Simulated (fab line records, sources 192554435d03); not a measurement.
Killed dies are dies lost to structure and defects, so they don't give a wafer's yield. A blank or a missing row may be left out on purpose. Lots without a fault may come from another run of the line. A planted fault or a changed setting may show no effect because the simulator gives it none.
Chamber matching | flow n5_finfet | N5_ZERO_LAYER_ETCH_17 on rie_diel-02: 4 sister chambers
The step etches SiO2 in CF4, target depth 12 nm, time 13.3 s. 20 wafers are shown with their chamber, then 10 later ones without.

WAFERS WITH THEIR CHAMBER
wafer  | chamber | showerhead_plenum_p_Torr (Torr) | drypump_motor_current_A (A) | throttle_valve_pct (%)
L074.2 | 1       | 2.28                            | 5.4                         | 15.33
L074.3 | 3       | 2.04                            | 5.7                         | 15.68
L074.5 | 2       | 2.16                            | 5.5                         | 15.66
L075.3 | 3       | 2.04                            | 5.7                         | 15.70
L075.5 | 0       | 2.08                            | 5.5                         | 15.36
L075.6 | 3       | 2.04                            | 5.7                         | 15.70
L078.1 | 3       | 2.04                            | 5.7                         | 15.71
L078.3 | 2       | 2.16                            | 5.5                         | 15.68
L078.6 | 1       | 2.28                            | 5.4                         | 15.36
L080.1 | 0       | 2.08                            | 5.5                         | 15.41
L080.3 | 1       | 2.28                            | 5.4                         | 15.35
L080.6 | 1       | 2.28                            | 5.4                         | 15.35
L081.2 | 0       | 2.08                            | 5.5                         | 15.39
L081.3 | 2       | 2.16                            | 5.5                         | 15.69
L081.4 | 1       | 2.28                            | 5.4                         | 15.36
L087.1 | 3       | 2.04                            | 5.7                         | 15.74
L087.2 | 1       | 2.27                            | 5.4                         | 15.38
L087.4 | 0       | 2.08                            | 5.5                         | 15.41
L088.1 | 0       | 2.08                            | 5.5                         | 15.41
L088.2 | 3       | 2.03                            | 5.6                         | 15.74

SIGNATURES (means of the wafers above)
reading                  | chamber 0 | chamber 1 | chamber 2 | chamber 3 | scatter within a chamber
showerhead_plenum_p_Torr | 2.0800    | 2.2783    | 2.1600    | 2.0383    | 0.00323
drypump_motor_current_A  | 5.500     | 5.400     | 5.500     | 5.683     | 0.0228
throttle_valve_pct       | 15.3960   | 15.3550   | 15.6767   | 15.7117   | 0.0203
Rule: a wafer's distance from a chamber is the root of the sum, over the readings, of the square of ((its reading less the chamber's mean) divided by the reading's scatter). The wafer belongs to the nearest chamber; if the next one is less than 2 further off, it can't be placed. The scatter: the root of (the sum of the squares of (reading less its chamber's mean) over the shown wafers, divided by (wafers less chambers)).

WAFERS WITHOUT THEIR CHAMBER
wafer  | showerhead_plenum_p_Torr (Torr) | drypump_motor_current_A (A) | throttle_valve_pct (%)
L088.6 | 2.15                            | 5.5                         | 15.71
L090.1 | 2.27                            | 5.4                         | 15.38
L090.3 | 2.03                            | 5.7                         | 15.74
L090.5 | 2.03                            | 5.7                         | 15.76
L096.2 | 2.07                            | 5.5                         | 15.43
L096.3 | 2.27                            | 5.4                         | 15.40
L096.4 | 2.03                            | 5.6                         | 15.76
L097.1 | 2.07                            | 5.6                         | 15.42
L097.4 | 2.27                            | 5.4                         | 15.43
L097.6 | 2.27                            | 5.4                         | 15.42

WHICH CHAMBER EACH WENT THROUGH
wafer  | from the rows above | in truth
L088.6 | 2                   | 2
L090.1 | 1                   | 1
L090.3 | 3                   | 3
L090.5 | 3                   | 3
L096.2 | 0                   | 0
L096.3 | 1                   | 1
L096.4 | 3                   | 3
L097.1 | 0                   | 0
L097.4 | 1                   | 1
L097.6 | 1                   | 1
Placed correctly: 10 of 10. Can't be placed from these rows: 0. Placed wrongly: 0.
